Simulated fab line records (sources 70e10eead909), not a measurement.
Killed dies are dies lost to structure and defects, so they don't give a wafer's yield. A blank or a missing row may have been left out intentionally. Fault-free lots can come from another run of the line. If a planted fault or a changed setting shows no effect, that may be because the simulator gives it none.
2 desks, one fault | flow nand harc | every desk sees just its own numbers, and what lay behind them comes last

THE DEFECT DESK
Per lot, the means of the sampled wafers with a number show what the inspections along the route counted. If a lot's mean is further than 4 standard deviations from the usual mean, the lot is out of limits and carries the mark OUT (the distance appears in the brackets).
Columns: A = raw defect count at NHARC_A_CHANNEL_FILL_D1_INSPECT_13, usual 311
lot  | first seen here | A
L118 | day 10 16:13    | 268
L119 | day 10 16:22    | 209
L120 | day 11 02:49    | 183
L125 | day 12 05:56    | 186
L124 | day 12 06:07    | 286
L131 | day 13 20:23    | 366
L133 | day 14 06:36    | 154
L136 | day 14 19:53    | 397
L137 | day 15 08:23    | 279
L139 | day 15 17:56    | 402
L140 | day 16 03:25    | 336
L141 | day 16 16:20    | 401
Finding of this desk: none of the 12 lots has anything out of limits.

DESK OF THE TOOL OWNER: pecvd-02
The tool's own readings at NHARC_A_STAIRCASE_DEP_156 (deposits SiNx, target thk 50 nm): means of the sampled wafers that have a number, for each lot that ran on this tool. If a lot's mean is further than 4 standard deviations from the usual mean, the lot is out of limits and carries the mark OUT (the distance appears in the brackets).
Columns: A = heater power w at NHARC_A_STAIRCASE_DEP_156, usual 701 W; B = rf fwd power W at NHARC_A_STAIRCASE_DEP_156, usual 448.1 W
lot  | first seen here | A   | B
L119 | day 10 16:26    | 713 | 448.9
L120 | day 11 02:56    | 762 | 447.4
L125 | day 12 06:02    | 709 | 425.4 (-15) OUT
This desk finds L125 out of limits, L125 being first, at day 12 06:02 (rf fwd power W at NHARC_A_STAIRCASE_DEP_156). Within limits: L119, L120.

ALL TOGETHER
The tool owner's desk had the chance to raise an alarm at day 12 06:02 on L125.
Nothing the defect desk looked at was out of limits.
The defect desk has L125 on record, within its limits.
Of the lots named, all ran NHARC_A_STAIRCASE_DEP_156 on pecvd-02.

WHAT WAS PUT IN BY THE SIMULATOR
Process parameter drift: pecvd-02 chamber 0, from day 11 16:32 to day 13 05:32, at NHARC_A_STAIRCASE_DEP_156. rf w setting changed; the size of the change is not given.
Lots struck among those shown: L125.
Each desk's first reading out of limits, in hours after the fault started: the tool owner's desk, 14.
